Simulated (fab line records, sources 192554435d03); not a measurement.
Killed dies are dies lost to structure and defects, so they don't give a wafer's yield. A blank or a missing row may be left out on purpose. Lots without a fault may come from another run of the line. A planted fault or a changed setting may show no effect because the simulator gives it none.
Chamber matching | flow n5_finfet | N5_HKMG_FIN_HK_ALD_01 on ald_hk-01: 4 sister chambers
The step deposits HfO2, target thk 1.6 nm, pulse time 3 s, purge time 3 s. 8 wafers are shown with their chamber, then 7 later ones without.

WAFERS WITH THEIR CHAMBER
wafer  | chamber | precursor_pulse_height_rel
L705.4 | 3       | 1.019
L707.5 | 2       | 0.989
L713.5 | 1       | 1.037
L713.6 | 0       | 1.013
L714.1 | 0       | 0.981
L714.3 | 2       | 1.025
L714.5 | 3       | 0.978
L715.3 | 1       | 0.984

WAFERS WITHOUT THEIR CHAMBER
wafer  | precursor_pulse_height_rel
L715.6 | 0.960
L716.2 | 1.024
L716.3 | 0.989
L716.4 | 0.976
L717.1 | 0.991
L717.4 | 0.989
L717.6 | 0.960

WHICH CHAMBER EACH WENT THROUGH
wafer  | from the rows above               | in truth
L715.6 | can't be placed: 0 or 3 or 2 or 1 | 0
L716.2 | can't be placed: 1 or 2 or 3 or 0 | 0
L716.3 | can't be placed: 0 or 3 or 2 or 1 | 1
L716.4 | can't be placed: 0 or 3 or 2 or 1 | 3
L717.1 | can't be placed: 0 or 3 or 2 or 1 | 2
L717.4 | can't be placed: 0 or 3 or 2 or 1 | 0
L717.6 | can't be placed: 0 or 3 or 2 or 1 | 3
Placed correctly: 0 of 7. Can't be placed from these rows: 7 (the true chamber is among the candidates in 7). Placed wrongly: 0.
How it was worked out, from the rows above alone: a wafer's distance from a chamber is the root of the sum, over the readings, of the square of ((its reading less the chamber's mean) divided by the reading's scatter). The wafer belongs to the nearest chamber; if the next one is less than 2 further off, it can't be placed. A chamber's mean is the mean of its shown wafers. The scatter: the root of (the sum of the squares of (reading less its chamber's mean) over the shown wafers, divided by (wafers less chambers)).
